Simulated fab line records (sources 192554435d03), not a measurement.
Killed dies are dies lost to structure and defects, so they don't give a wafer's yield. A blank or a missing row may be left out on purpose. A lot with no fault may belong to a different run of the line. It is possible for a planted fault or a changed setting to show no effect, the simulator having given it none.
fab line records    flow n5Finfet
[record] lots = 7  wafers = 21
route steps=1938 shown BEOL_M3@960 BEOL_M4@1021 BEOL_M5@1140 BEOL_M7@1263
startH: start of the lot's first displayed wafer, in hours after the record's first day    waitH: hours since the lot's step before    " the same as in the row above    L1.1+2: one row covering several wafers at once    - no value, or no start given    * or withheld: withheld    < > ~ a bound
route shown NAME@n: a module of which the file shows steps, and the number in the route of the first    usual: the fault-free wafers' mean and standard deviation    same: alike in all rows    chamber/n: place in a boat    sites: the reading at each site    _std_site: standard deviation across them    _edge_site: the outer-site mean with the inner-site mean subtracted    radiusMm: how far each site lies from the wafer's centre    mask NAME#n: copy n    behind: the tool/chamber that last shaped the wafer    hold: why the lot was held/for how many hours/how that ended    device: whichever transistor did not switch (one of n, p or np)    end of line: tests run on the same wafers once the route is complete    a step given without rows: its recipe and nothing more    killed: count of dies lost to structure and defects at first sort (not the wafer's yield)    map: a wafer's dies, x killed, . not, _ none there
set.NAME: setting as actually run; set.NAME@STEP: the setting as run at that earlier step    model.NAME: the simulator's own value behind a step, which no gauge read
lots whose settings were changed on purpose; a table a step, a row a wafer
[[steps]]
[step N5_BEOL_M3_COAT_22]
[recipe] resist = CAR-EUV  spinRpm = 1500  resistThkNm = 30
lot.wafer  tool           chamber  startH  waitH  set.spinRpm  model.CAR-EUV_of_BEOL_M3_COAT_22.thkNm
L077.2+5   lithoTrack-02  0        -       -      1500         30
L077.4     "              0        "       "      1500         30.2
L076.1+6   lithoTrack-04  0        -       -      1500         30.2
L076.2     "              0        "       "      1500         30
L081.4     lithoTrack-02  0        -       -      1340         31.8
L081.5+6   "              0        "       "      1500         30
L080.2     lithoTrack-02  0        -       -      1500         30.2
L080.5+6   "              0        "       "      1500         30
L084.1     lithoTrack-04  0        -       -      1350         31.8
L084.4+5   "              0        "       "      1500         30.2
L085.2+3   lithoTrack-04  0        -       -      1500         30.2
L085.5     "              0        "       "      1667         28.6
L095.1+2   lithoTrack-01  0        -       -      1500         30
L095.5     "              0        "       "      1500         29.8
[step N5_BEOL_M3_EBR_24]
[recipe] solvent = PGMEA  ebrWidthMm = 1.5
[step N5_BEOL_M3_SOFTBAKE_23]
[recipe] tempC = 110  timeS = 60  resist = CAR-EUV
[step N5_BEOL_M3_EXPOSE_25]
[recipe] maskId = V2  na = 0.33  sourceShape = quasar  sigmaInner = 0.2  sigmaOuter = 0.8  polarization = unpolarized  defocusNm = 5  doseMj = 63
[step N5_BEOL_M3_PEB_26]
[recipe] pebTempC = 100  pebTimeS = 60  resist = CAR-EUV
[step N5_BEOL_M3_DEVELOP_27]
[recipe] developTimeS = 30  developer = TMAH  resist = CAR-EUV  rinseLiquid = surfactantRinse  dry = airSpin  devTempC = 23
lot.wafer   tool           chamber  startH  waitH  set.spinRpm@BEOL_M3_COAT_22  model.CAR-EUV_of_BEOL_M3_COAT_22.thkNm
L077.2+4+5  lithoTrack-02  0        -       -      1500                         29.6
L076.1+2    lithoTrack-04  0        -       -      1500                         29.6
L076.6      "              0        "       "      1500                         29.8
L081.4      lithoTrack-02  0        -       -      1340                         31.2
L081.5      "              0        "       "      1500                         29.4
L081.6      "              0        "       "      1500                         29.6
L080.2      lithoTrack-01  0        -       -      1500                         29.8
L080.5+6    "              0        "       "      1500                         29.6
L084.1      lithoTrack-01  0        -       -      1350                         31.4
L084.4+5    "              0        "       "      1500                         29.8
L085.2+3    lithoTrack-04  0        -       -      1500                         29.8
L085.5      "              0        "       "      1667                         28.2
L095.1      lithoTrack-04  0        -       -      1500                         29.6
L095.2+5    "              0        "       "      1500                         29.4
[step N5_BEOL_M4_ILD_DEP_00]
[recipe] material = SiOC  targetThkA = 790  tempC = 350  precursor = DEMS/O2  pressureTorr = 5  rfW = 500  timeS = 15.3
lot.wafer  tool      chamber  startH  waitH  set.timeS  model.SiOC_of_BEOL_M4_ILD_DEP_00.thkNm
L077.2     pecvd-01  1        179.67  0.0    15.3       77.4
L077.4     "         0        "       "      15.3       79.8
L077.5     "         2        "       "      15.3       80
L076.1     pecvd-04  2        180.41  0.0    15.3       78.2
L076.2     "         1        "       "      15.3       80.2
L076.6     "         1        "       "      15.3       80.6
L081.4     pecvd-04  1        186.03  0.1    16.41      85
L081.5     "         0        "       "      15.3       81
L081.6     "         2        "       "      16.41      84.8
L080.2     pecvd-04  2        192.30  0.0    15.3       79.2
L080.5     "         2        "       "      15.3       79.6
L080.6     "         0        "       "      15.3       80.4
L084.1     pecvd-03  1        220.67  0.0    15.3       78.2
L084.4     "         0        "       "      14.03      74
L084.5     "         1        "       "      15.3       79
L085.2     pecvd-01  0        224.14  0.0    17.17      87
L085.3     "         1        "       "      17.17      88.2
L085.5     "         1        "       "      15.3       78.2
L095.1     pecvd-04  1        281.41  0.0    15.3       79.4
L095.2     "         2        "       "      15.3       77.8
L095.5     "         2        "       "      15.3       78
[step N5_BEOL_M4_THK_MEAS_01]
[recipe] reads = SiOC_of_BEOL_M4_ILD_DEP_00
[usual] M4_ILD_THK = 79.3/1
lot.wafer  tool          chamber  startH  waitH  set.timeS@BEOL_M4_ILD_DEP_00  M4_ILD_THK[nm]
L077.2     filmMetro-01  -        179.74  0.1    15.3                          77.3
L077.4     "             -        "       "      15.3                          79.8
L077.5     "             -        "       "      15.3                          80.0
L076.1     filmMetro-02  -        180.47  0.0    15.3                          78.3
L076.2     "             -        "       "      15.3                          80.2
L076.6     "             -        "       "      15.3                          80.6
L081.4     filmMetro-02  -        186.08  0.0    16.41                         85.1
L081.5     "             -        "       "      15.3                          80.9
L081.6     "             -        "       "      16.41                         84.8
L080.2     filmMetro-01  -        192.36  0.1    15.3                          79.1
L080.5     "             -        "       "      15.3                          79.5
L080.6     "             -        "       "      15.3                          80.4
L084.1     filmMetro-01  -        220.75  0.1    15.3                          78.3
L084.4     "             -        "       "      14.03                         74.0
L084.5     "             -        "       "      15.3                          79.0
L085.2     filmMetro-02  -        224.22  0.1    17.17                         87.1
L085.3     "             -        "       "      17.17                         88.2
L085.5     "             -        "       "      15.3                          78.3
L095.1     filmMetro-02  -        281.47  0.0    15.3                          79.4
L095.2     "             -        "       "      15.3                          77.7
L095.5     "             -        "       "      15.3                          78.0
[step N5_BEOL_M5_COAT_66]
[recipe] resist = SiARC  tempC = 220  timeS = 60  spinRpm = 1500  resistThkNm = 12
lot.wafer   tool           chamber  startH  waitH  set.spinRpm  model.SiARC_of_BEOL_M5_COAT_66.thkNm
L077.2+4+5  lithoTrack-01  0        -       -      1500         12
L076.1+2    lithoTrack-03  0        -       -      1603         11.6
L076.6      "              0        "       "      1500         12
L081.4      lithoTrack-01  0        -       -      1372         12.6
L081.5      "              0        "       "      1500         12
L081.6      "              0        "       "      1500         12.2
L080.2+5+6  lithoTrack-04  0        -       -      1500         12
L085.2      lithoTrack-01  0        -       -      1338         12.8
L085.3      "              0        "       "      1500         12
L085.5      "              0        "       "      1338         12.6
L084.1+4+5  lithoTrack-04  0        -       -      1500         12
L095.1      lithoTrack-03  0        -       -      1367         12.6
L095.2+5    "              0        "       "      1500         12
[step N5_BEOL_M5_COAT_74]
[recipe] resist = underlayer  tempC = 205  timeS = 60  spinRpm = 1500  resistThkNm = 5
lot.wafer   tool           chamber  startH  waitH  set.tempC
L077.2+4+5  lithoTrack-01  0        -       -      205
L076.1+2+6  lithoTrack-03  0        -       -      205
L081.4+6    lithoTrack-01  0        -       -      205
L081.5      "              0        "       "      198.7
L080.2+6    lithoTrack-04  0        -       -      205
L080.5      "              0        "       "      207.4
L085.2+3+5  lithoTrack-01  0        -       -      205
L084.1+4    lithoTrack-04  0        -       -      213.4
L084.5      "              0        "       "      205
L095.1+2+5  lithoTrack-03  0        -       -      202.5
[step N5_BEOL_M5_COAT_22]
[recipe] resist = CAR-EUV  spinRpm = 1500  resistThkNm = 30
[step N5_BEOL_M5_EBR_24]
[recipe] solvent = PGMEA  ebrWidthMm = 1.5
[step N5_BEOL_M5_DESCUM_33]
[recipe] chemistry = O2  timeS = 7  sourcePowerW = 50  biasPowerW = 20  pressureMtorr = 20  rfFrequencyHz = 2.712e+07  tempC = 40  resist = CAR-EUV  o2FlowSccm = 225
[step N5_BEOL_M5_ETCH_75]
[recipe] chemistry = N2/H2  target = underlayer  targetDepthA = 65  maskMaterial = CAR-EUV  timeS = 5.2  ionEnergyEv = 200  pressureMtorr = 30  sourceW = 840  biasW = 150  n2FlowSccm = 200  h2FlowSccm = 200  ends = cleared
[step N5_BEOL_M5_ETCH_67]
[recipe] chemistry = CF4  target = SiARC  targetDepthA = 156  maskMaterial = CAR-EUV  timeS = 26  ionEnergyEv = 80  pressureMtorr = 40  sourceW = 545  biasW = 36  Ar_flow_sccm = 100  cf4FlowSccm = 100  ends = cleared
lot.wafer  tool        chamber  startH  waitH  set.spinRpm@BEOL_M5_COAT_66  model.etch.depthNm  model.CAR-EUV_of_BEOL_M5_COAT_22.thkNm
L077.2     rieDiel-05  0        194.21  0.0    1500                         12.08               11
L077.4+5   "           3        "       "      1500                         12.07               11
L076.1     rieDiel-01  0        194.38  0.0    1603                         11.61               11.6
L076.2     "           1        "       "      1603                         11.63               11.4
L076.6     "           1        "       "      1500                         12.01               11.2
L081.4     rieDiel-01  3        205.29  0.0    1372                         12.61               10.4
L081.5     "           2        "       "      1500                         12.06               11
L081.6     "           1        "       "      1500                         12.12               11
L080.2     rieDiel-01  3        219.08  0.0    1500                         12.03               11
L080.5     "           3        "       "      1500                         12.06               11
L080.6     "           2        "       "      1500                         12.04               11.2
L085.2     rieDiel-05  2        241.44  0.0    1338                         12.7                10.6
L085.3     "           3        "       "      1500                         11.93               11.2
L085.5     "           0        "       "      1338                         12.64               10.6
L084.1     rieDiel-03  3        241.65  0.0    1500                         12.04               11
L084.4     "           0        "       "      1500                         12.05               11
L084.5     "           2        "       "      1500                         12.02               11.2
L095.1     rieDiel-05  0        303.70  0.0    1367                         12.54               10.6
L095.2     "           1        "       "      1500                         12.02               11.2
L095.5     "           0        "       "      1500                         12.04               11
[step N5_BEOL_M5_TRENCH_ETCH_37]
[recipe] chemistry = C4F6/O2  targetDepthA = 716.52  target = SiCOH_lowk  timeS = 24.7  ionEnergyEv = 250  pressureMtorr = 30  sourceW = 345  biasW = 185  Ar_flow_sccm = 300  C4F6_flow_sccm = 10  O2_flow_sccm = 10
lot.wafer  tool        chamber  startH  waitH  set.timeS  model.etch.depthNm  model.BEOL_M5.featureDepthNm
L077.2     rieDiel-05  0        -       -      24.7       72.89               72.8
L077.4     "           3        "       "      24.7       75.46               75.4
L077.5     "           3        "       "      24.7       75.29               75.2
L076.1     rieDiel-01  0        -       -      27.44      77.67               77.6
L076.2     "           1        "       "      24.7       70.38               70.4
L076.6     "           1        "       "      24.7       70.26               70.2
L081.4     rieDiel-01  3        -       -      22.28      62.13               62.2
L081.5     "           2        "       "      24.7       71.82               71.8
L081.6     "           1        "       "      24.7       69.46               69.4
L080.2     rieDiel-01  3        -       -      24.7       68.03               68
L080.5     "           3        "       "      24.7       68.79               68.8
L080.6     "           2        "       "      24.7       73.35               73.4
L085.2     rieDiel-05  2        -       -      24.7       70.52               70.6
L085.3     "           3        "       "      22.56      68.21               68.2
L085.5     "           0        "       "      22.56      65.11               65.2
L084.1     rieDiel-03  3        -       -      19.91      60.21               60.2
L084.4     "           0        "       "      19.91      57.73               57.8
L084.5     "           2        "       "      24.7       72.61               72.6
L095.1     rieDiel-05  0        -       -      24.7       73.47               73.4
L095.2     "           1        "       "      24.7       68.39               68.4
L095.5     "           0        "       "      21.34      63.49               63.4
[step N5_BEOL_M5_ETCH_41]
[recipe] chemistry = CH3F/O2  target = SiCN  targetDepthA = 315  taperDeg = 2  timeS = 56.7  ionEnergyEv = 120  maskMaterial = TiN  pressureMtorr = 30  sourceW = 395  biasW = 75  Ar_flow_sccm = 150  CH3F_flow_sccm = 30  O2_flow_sccm = 20
[usual] rfVppV = 297.0/1.1
lot.wafer  tool        chamber  startH  waitH  set.sourceW  rfVppV
L077.2     rieDiel-05  0        -       -      395          296.8
L077.4     "           3        "       "      395          297.7
L077.5     "           3        "       "      395          299.3
L076.1     rieDiel-01  0        -       -      367.3        304.5
L076.2     "           1        "       "      395          296.0
L076.6     "           1        "       "      395          296.4
L081.4     rieDiel-01  3        -       -      395          295.4
L081.5     "           2        "       "      358.6        306.1
L081.6     "           1        "       "      358.6        305.3
L080.2     rieDiel-01  3        -       -      395          294.7
L080.5     "           3        "       "      395          296.4
L080.6     "           2        "       "      395          296.8
L085.2     rieDiel-05  2        -       -      422.3        291.0
L085.3     "           3        "       "      395          297.0
L085.5     "           0        "       "      422.3        289.8
L084.1     rieDiel-03  3        -       -      362.4        305.3
L084.4     "           0        "       "      395          298.0
L084.5     "           2        "       "      395          297.1
L095.1     rieDiel-05  0        -       -      395          296.1
L095.2     "           1        "       "      362          307.5
L095.5     "           0        "       "      362          305.0
[step N5_BEOL_M5_STRIP_91]
[recipe] chemistry = N2/H2  timeS = 10  powerW = 450  tempC = 40  pressureMtorr = 20  rfFrequencyHz = 6e+07  biasPowerW = 7  n2FlowSccm = 200  h2FlowSccm = 200
[step N5_BEOL_M5_OCD_MEAS_38]
[usual] trenchDepthNm = 71.9/2.2
lot.wafer  tool    chamber  startH  waitH  set.timeS@BEOL_M5_TRENCH_ETCH_37  trenchDepthNm
L077.2     ocd-02  -        194.59  -      24.7                              72.5
L077.4     "       -        "       "      24.7                              75.7
L077.5     "       -        "       "      24.7                              75.2
L076.1     ocd-01  -        194.75  -      27.44                             78.2
L076.2     "       -        "       "      24.7                              70.5
L076.6     "       -        "       "      24.7                              70.3
L081.4     ocd-01  -        205.66  -      22.28                             62.2
L081.5     "       -        "       "      24.7                              71.8
L081.6     "       -        "       "      24.7                              68.9
L080.2     ocd-01  -        219.45  -      24.7                              68.2
L080.5     "       -        "       "      24.7                              68.5
L080.6     "       -        "       "      24.7                              73.2
L085.2     ocd-02  -        241.81  -      24.7                              70.6
L085.3     "       -        "       "      22.56                             68.1
L085.5     "       -        "       "      22.56                             65.1
L084.1     ocd-01  -        242.02  -      19.91                             59.9
L084.4     "       -        "       "      19.91                             57.7
L084.5     "       -        "       "      24.7                              73.1
L095.1     ocd-01  -        304.06  -      24.7                              73.3
L095.2     "       -        "       "      24.7                              68.5
L095.5     "       -        "       "      21.34                             63.4
[step N5_BEOL_M5_HM_STRIP_39]
[recipe] chemistry = peroxideTinStrip  material = TiN  targetDepthA = 250  tempC = 50  timeS = 158
[step N5_BEOL_M5_SRD_40]
[recipe] timeS = 30  tempC = 23  rinseLiquid = diw  dry = ipaMarangoni
[step N5_BEOL_M5_ECD_50]
[recipe] material = Cu  targetThkA = 3000
[step N5_BEOL_M5_ANNEAL_51]
[recipe] tempC = 225  timeS = 90  ambient = N2
[step N5_BEOL_M5_CMP_52]
[recipe] stopOn = SiCOH_lowk  tOverpolishS = 6.9  downForcePsi = 1  platenRpm = 50  clearingPlatenDownForcePsi = 1.5  clearingPlatenRpm = 50  postCmpClean = cuAlkaline  targetThkNm = 62  clearingPlatenPadVelocityMS = 0.99484  padVelocityMS = 0.99484
lot.wafer  tool    chamber  startH  waitH  set.timeS@BEOL_M5_TRENCH_ETCH_37  model.Cu_of_BEOL_M5_ECD_50.thkNm
L076.1     cmp-03  2        200.92  0.3    27.44                             67.6
L076.2     "       1        "       "      24.7                              60.4
L076.6     "       3        "       "      24.7                              61.8
L077.2     cmp-02  1        201.06  0.2    24.7                              64.6
L077.4     "       2        "       "      24.7                              66.4
L077.5     "       1        "       "      24.7                              67.2
L081.4     cmp-03  1        212.32  0.2    22.28                             53
L081.5     "       3        "       "      24.7                              63.4
L081.6     "       0        "       "      24.7                              60.6
L080.2     cmp-04  0        225.71  0.3    24.7                              58.4
L080.5     "       1        "       "      24.7                              60.6
L080.6     "       2        "       "      24.7                              64.8
L085.2     cmp-04  3        248.59  0.3    24.7                              62.8
L085.3     "       0        "       "      22.56                             58.8
L085.5     "       2        "       "      22.56                             56.8
L084.4     cmp-02  1        249.74  0.2    19.91                             49.8
L084.1     "       3        "       "      19.91                             50
L084.5     "       1        "       "      24.7                              64.4
L095.2     cmp-02  0        312.21  0.2    24.7                              57.4
L095.1     "       2        "       "      24.7                              63.4
L095.5     "       1        "       "      21.34                             53.6
[step N5_BEOL_M5_THK_MEAS_53]
[recipe] thkMeasGauge = xrf  reads = Cu_of_BEOL_M5_ECD_50
[usual] M5_THK = 63.1/2.4
lot.wafer  tool          chamber  startH  waitH  set.timeS@BEOL_M5_TRENCH_ETCH_37  M5_THK[nm]
L076.1     filmMetro-02  -        201.22  -      27.44                             67.5
L076.2     "             -        "       "      24.7                              60.4
L076.6     "             -        "       "      24.7                              62.1
L077.2     filmMetro-02  -        201.35  -      24.7                              64.8
L077.4     "             -        "       "      24.7                              66.9
L077.5     "             -        "       "      24.7                              67.7
L081.4     filmMetro-01  -        212.54  -      22.28                             53.6
L081.5     "             -        "       "      24.7                              64.1
L081.6     "             -        "       "      24.7                              61.0
L080.2     filmMetro-02  -        225.89  -      24.7                              58.9
L080.5     "             -        "       "      24.7                              61.3
L080.6     "             -        "       "      24.7                              65.3
L085.2     filmMetro-01  -        248.81  -      24.7                              63.0
L085.3     "             -        "       "      22.56                             59.0
L085.5     "             -        "       "      22.56                             57.0
L084.1     filmMetro-01  -        250.03  -      19.91                             50.0
L084.4     "             -        "       "      19.91                             50.1
L084.5     "             -        "       "      24.7                              64.5
L095.1     filmMetro-01  -        312.50  -      24.7                              63.1
L095.2     "             -        "       "      24.7                              57.1
L095.5     "             -        "       "      21.34                             53.3
[step N5_BEOL_M5_PRE_CLEAN_77]
[recipe] gas = NH3/H2  timeS = 15  tempC = *  rfPowerW = 300
[step N5_BEOL_M5_CO_CAP_78]
[recipe] material = Co  targetThkA = 20  tempC = 200  precursor = CCTBA/H2  pressureTorr = 30  timeS = 102.1
[step N5_BEOL_M5_PRE_CLEAN_55]
[recipe] gas = NH3  timeS = 15  tempC = withheld  rfPowerW = 300
[step N5_BEOL_M5_DEP_56]
[recipe] material = SiCN  targetThkA = 80  tempC = withheld  precursor = 3MS/NH3  pressureTorr = 3  rfW = 202  timeS = 14
[step N5_BEOL_M5_RS_MEAS_57]
[recipe] thkMeasGauge = four-point-probe  reads = Co_of_BEOL_M5_CO_CAP_78+Cu_of_BEOL_M5_ECD_50+Co_of_BEOL_M5_CVD_47+TaN_of_BEOL_M5_ALD_86
[usual] M5_RS = 0.381/0.017
lot.wafer  tool          chamber  startH  waitH  set.timeS@BEOL_M5_TRENCH_ETCH_37  M5_RS[ohm/sq]
L076.1     filmMetro-01  -        201.48  0.0    27.44                             0.348
L076.2     "             -        "       "      24.7                              0.399
L076.6     "             -        "       "      24.7                              0.388
L077.2     filmMetro-01  -        201.61  0.1    24.7                              0.368
L077.4     "             -        "       "      24.7                              0.356
L077.5     "             -        "       "      24.7                              0.351
L081.4     filmMetro-01  -        212.80  0.0    22.28                             0.469
L081.5     "             -        "       "      24.7                              0.377
L081.6     "             -        "       "      24.7                              0.398
L080.2     filmMetro-01  -        226.20  0.1    24.7                              0.417
L080.5     "             -        "       "      24.7                              0.397
L080.6     "             -        "       "      24.7                              0.366
L085.2     filmMetro-01  -        249.13  0.1    24.7                              0.380
L085.3     "             -        "       "      22.56                             0.413
L085.5     "             -        "       "      22.56                             0.431
L084.1     filmMetro-01  -        250.29  0.0    19.91                             0.503
L084.4     "             -        "       "      19.91                             0.505
L084.5     "             -        "       "      24.7                              0.370
L095.1     filmMetro-02  -        312.83  0.0    24.7                              0.377
L095.2     "             -        "       "      24.7                              0.424
L095.5     "             -        "       "      21.34                             0.462
[step N5_BEOL_M7_ILD_DEP_00]
[recipe] material = SiCOH_lowk  targetThkA = 1797.5  tempC = 300  precursor = DEMS/porogen  pressureTorr = 5  rfW = 500  timeS = 33.4
lot.wafer  tool      chamber  startH  waitH  set.timeS  model.SiCOH_lowk_of_BEOL_M7_ILD_DEP_00.thkNm
L077.2     pecvd-04  0        208.74  0.0    33.4       178.2
L077.4     "         1        "       "      33.4       181.2
L077.5     "         0        "       "      33.4       181.6
L076.1     pecvd-03  1        209.96  0.0    33.4       178.6
L076.2     "         0        "       "      33.4       181.2
L076.6     "         1        "       "      33.4       181.4
L081.4     pecvd-03  1        218.80  0.1    33.4       181.2
L081.5     "         0        "       "      33.4       183
L081.6     "         1        "       "      37.73      205
L080.2     pecvd-02  1        233.60  0.0    33.4       178
L080.5     "         0        "       "      33.4       178.2
L080.6     "         1        "       "      37.97      203.6
L085.2     pecvd-04  2        260.92  0.0    33.4       180
L085.3     "         0        "       "      33.4       183.2
L085.5     "         2        "       "      33.4       182
L084.1     pecvd-02  0        261.47  0.0    28.68      154.4
L084.4     "         1        "       "      33.4       180.6
L084.5     "         2        "       "      28.68      156.6
L095.1     pecvd-03  2        320.10  0.0    34.97      187.2
L095.2     "         1        "       "      33.4       177
L095.5     "         1        "       "      34.97      191
[step N5_BEOL_M7_CURE_74]
[recipe] tempC = 385  timeS = 240  ambient = He/Ar  material = SiCOH_lowk
lot.wafer  tool       chamber  startH  waitH  set.timeS@BEOL_M7_ILD_DEP_00  model.SiCOH_lowk_of_BEOL_M7_ILD_DEP_00.thkNm
L077.2     uvCure-02  1        208.88  0.1    33.4                          153.6
L077.4     "          1        "       "      33.4                          156.2
L077.5     "          1        "       "      33.4                          156.6
L076.1     uvCure-01  0        210.05  0.1    33.4                          154
L076.2     "          0        "       "      33.4                          156.2
L076.6     "          0        "       "      33.4                          156.4
L081.4     uvCure-01  0        219.31  0.5    33.4                          156.4
L081.5     "          0        "       "      33.4                          157.8
L081.6     "          0        "       "      37.73                         177
L080.2     uvCure-03  2        233.83  0.2    33.4                          153.4
L080.5     "          2        "       "      33.4                          153.6
L080.6     "          2        "       "      37.97                         175.8
L085.2     uvCure-02  1        261.30  0.4    33.4                          155.2
L085.3     "          1        "       "      33.4                          158
L085.5     "          1        "       "      33.4                          157
L084.1     uvCure-01  0        261.76  0.3    28.68                         132.8
L084.4     "          0        "       "      33.4                          155.6
L084.5     "          0        "       "      28.68                         135
L095.1     uvCure-02  1        320.16  0.0    34.97                         161.4
L095.2     "          1        "       "      33.4                          152.6
L095.5     "          1        "       "      34.97                         164.8
[step N5_BEOL_M7_THK_MEAS_01]
[recipe] reads = SiCOH_lowk_of_BEOL_M7_ILD_DEP_00
[usual] M7_ILD_THK = 155.7/2.2
lot.wafer  tool          chamber  startH  waitH  set.timeS@BEOL_M7_ILD_DEP_00  M7_ILD_THK[nm]
L077.2     filmMetro-01  -        209.32  0.4    33.4                          153.8
L077.4     "             -        "       "      33.4                          156.1
L077.5     "             -        "       "      33.4                          156.5
L076.1     filmMetro-02  -        210.56  0.4    33.4                          154.1
L076.2     "             -        "       "      33.4                          156.3
L076.6     "             -        "       "      33.4                          156.5
L081.4     filmMetro-01  -        219.59  0.2    33.4                          156.3
L081.5     "             -        "       "      33.4                          157.8
L081.6     "             -        "       "      37.73                         177.3
L080.2     filmMetro-02  -        234.66  0.7    33.4                          153.3
L080.5     "             -        "       "      33.4                          153.6
L080.6     "             -        "       "      37.97                         175.7
L084.1     filmMetro-01  -        262.27  0.4    28.68                         132.8
L084.4     "             -        "       "      33.4                          155.5
L084.5     "             -        "       "      28.68                         134.9
L085.2     filmMetro-02  -        262.95  1.3    33.4                          155.2
L085.3     "             -        "       "      33.4                          157.9
L085.5     "             -        "       "      33.4                          156.9
L095.1     filmMetro-01  -        321.15  0.8    34.97                         161.4
L095.2     "             -        "       "      33.4                          152.5
L095.5     "             -        "       "      34.97                         165.0
[[key]]
[split] step = N5_BEOL_M3_COAT_22  setting = spinRpm  stated = 1500  by = wafer
[response] step = N5_BEOL_M3_COAT_22  reading = model.CAR-EUV_of_BEOL_M3_COAT_22.thkNm  change = -0.157  per = 1%  r = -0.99
[response] step = N5_BEOL_M3_DEVELOP_27  reading = model.CAR-EUV_of_BEOL_M3_COAT_22.thkNm  change = -0.154  per = 1%  r = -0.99
[split] step = N5_BEOL_M4_ILD_DEP_00  setting = timeS  stated = 15.3  by = wafer
[response] step = N5_BEOL_M4_ILD_DEP_00  reading = model.SiOC_of_BEOL_M4_ILD_DEP_00.thkNm  change = +0.669  per = 1%  r = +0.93
[response] step = N5_BEOL_M4_THK_MEAS_01  reading = M4_ILD_THK  change = +0.674  per = 1%  r = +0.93
[split] step = N5_BEOL_M5_COAT_66  setting = spinRpm  stated = 1500  by = wafer
[response] step = N5_BEOL_M5_COAT_66  reading = model.SiARC_of_BEOL_M5_COAT_66.thkNm  change = -0.0631  per = 1%  r = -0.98
[response] step = N5_BEOL_M5_ETCH_67  reading = model.etch.depthNm  change = -0.0624  per = 1%  r = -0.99
[response] step = N5_BEOL_M5_ETCH_67  reading = model.CAR-EUV_of_BEOL_M5_COAT_22.thkNm  change = +0.0574  per = 1%  r = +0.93
[split] step = N5_BEOL_M5_COAT_74  setting = tempC  stated = 205  by = wafer
response none clear
[split] step = N5_BEOL_M5_TRENCH_ETCH_37  setting = timeS  stated = 24.7  by = wafer
[response] step = N5_BEOL_M5_TRENCH_ETCH_37  reading = model.etch.depthNm  change = +0.66  per = 1%  r = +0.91
[response] step = N5_BEOL_M5_TRENCH_ETCH_37  reading = model.BEOL_M5.featureDepthNm  change = +0.658  per = 1%  r = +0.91
[response] step = N5_BEOL_M5_OCD_MEAS_38  reading = trenchDepthNm  change = +0.678  per = 1%  r = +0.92
[response] step = N5_BEOL_M5_CMP_52  reading = model.Cu_of_BEOL_M5_ECD_50.thkNm  change = +0.675  per = 1%  r = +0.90
[response] step = N5_BEOL_M5_THK_MEAS_53  reading = M5_THK  change = +0.669  per = 1%  r = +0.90
[response] step = N5_BEOL_M5_RS_MEAS_57  reading = M5_RS  change = -0.00596  per = 1%  r = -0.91
[split] step = N5_BEOL_M5_ETCH_41  setting = sourceW  stated = 395  by = wafer
[response] step = N5_BEOL_M5_ETCH_41  reading = rfVppV  change = -1.09  per = 1%  r = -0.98
[split] step = N5_BEOL_M7_ILD_DEP_00  setting = timeS  stated = 33.4  by = wafer
[response] step = N5_BEOL_M7_ILD_DEP_00  reading = model.SiCOH_lowk_of_BEOL_M7_ILD_DEP_00.thkNm  change = +1.83  per = 1%  r = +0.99
[response] step = N5_BEOL_M7_CURE_74  reading = model.SiCOH_lowk_of_BEOL_M7_ILD_DEP_00.thkNm  change = +1.59  per = 1%  r = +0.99
[response] step = N5_BEOL_M7_THK_MEAS_01  reading = M7_ILD_THK  change = +1.6  per = 1%  r = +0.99
